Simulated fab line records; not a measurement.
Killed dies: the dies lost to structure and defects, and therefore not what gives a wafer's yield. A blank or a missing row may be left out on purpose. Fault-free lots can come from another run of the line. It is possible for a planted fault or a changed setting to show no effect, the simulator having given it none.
Struck lot and sound lot, side by side ; flow n5Finfet ; 14 out of 1938 route steps
Sound: wafers L776.1, L776.5, L776.6. The struck wafers were L766.2, L766.3, L766.5. The cause is named last.
For every step that has rows: the tool of each side, followed by ch and its chambers, followed by its first start. Under that, the readings that differ: sound wafers ; struck wafers ; difference of the means ; sigmas: that difference in standard deviations of wafers without a fault.
alike: words and numbers the same on both sides, and readings whose means are apart by under 2 such deviations; not compared: readings that were withheld, readings missing a value for some wafer, numbers with overlapping values and no deviation given by the record, and bounds like >300 which may hide the same value.
A row with sigmas, a row that says differs or no value, or rows on one side alone: a step with any of these is where the two part. When numbers do not overlap yet have no deviation, they are printed without sigmas and do not part them. A reading missing from all wafers of one side parts the sides only when that side holds two or more wafers.

N5_BEOL_M2_STRIP_66: strips in CF4.
  sound on rieDiel-05 ch 1,2, day 10 10:44; struck on rieDiel-04 ch 0,2, day 8 00:19
  alike: drypumpMotorCurrentA, oesProductAu, rfVppV, showerheadPlenumPTorr, throttleValvePct
  not compared: rfHoursCounterH
N5_BEOL_M2_HM_OPEN_17: chemistry Cl2/BCl3, target TiN, target depth 20 nm, overetch 6 nm.
  sound on rieMetal-02 ch 0,1, day 10 10:47; struck on rieMetal-03 ch 1, day 8 00:22
  alike: bcl3FlowSccm, drypumpMotorCurrentA, oes_ar_750_au, oesProductAu, throttleValvePct
  not compared: rfHoursCounterH
N5_BEOL_M2_STRIP_19: strips in O2.
  sound on rieDiel-05 ch 0,2,3, day 10 10:56; struck on rieDiel-05 ch 0,1,3, day 8 00:28
  alike: drypumpMotorCurrentA, oesProductAu, rfVppV, showerheadPlenumPTorr, throttleValvePct
  not compared: rfHoursCounterH
N5_BEOL_M2_CD_MEAS_18: pitch 36 nm, target cd 18 nm.
  struck on cdSem-02, day 8 00:32; sound on cdSem-03, day 10 11:01
reading;sound;struck;difference;sigmas
cdNm (nm);17.7 18.1 17.3;18.4 18.1 18.8;+0.7;+2
then, 8 steps without rows for these wafers: N5_BEOL_M2_COAT_67 (time 60 s, resist thk 60 nm); N5_BEOL_M2_COAT_68 (time 60 s, resist thk 12 nm); N5_BEOL_M2_COAT_76 (time 60 s, resist thk 5 nm); N5_BEOL_M2_COAT_22 (resist thk 30 nm); N5_BEOL_M2_EBR_24; N5_BEOL_M2_SOFTBAKE_23 (time 60 s); N5_BEOL_M2_EXPOSE_25 (exposes mask V1, defocus 5 nm); N5_BEOL_M2_PEB_26 (peb time 60 s).
N5_BEOL_M2_DEVELOP_27: develop time 30 s.
  struck on lithoTrack-01, day 8 00:48; sound on lithoTrack-02 ch 0, day 10 11:23
  no value came back on the struck wafers for chillPlateTempC (C), developTimeS (s); on the sound wafers chillPlateTempC (C) reads 22.99 22.96 22.90
reading;sound;struck;difference;sigmas
model.CAR-EUV_of_BEOL_M2_COAT_22.thkNm (nm);29.6 29.6 29.6;30 30 30.2;+0;
N5_BEOL_M2_CD_MEAS_28: target cd 26.2 nm, target cd y 24.1 nm.
  sound on cdSem-03 ch 0, day 10 11:27; struck on cdSem-01 ch 0, day 8 00:52
reading;sound;struck;difference;sigmas
cdNm (nm);25.78 26.24 26.19;- - -;no value on the struck wafers;

## WHERE THEY PART
First at N5_BEOL_M2_CD_MEAS_18; last, within this record, at N5_BEOL_M2_CD_MEAS_28.

WHY: what had been put in by the simulator
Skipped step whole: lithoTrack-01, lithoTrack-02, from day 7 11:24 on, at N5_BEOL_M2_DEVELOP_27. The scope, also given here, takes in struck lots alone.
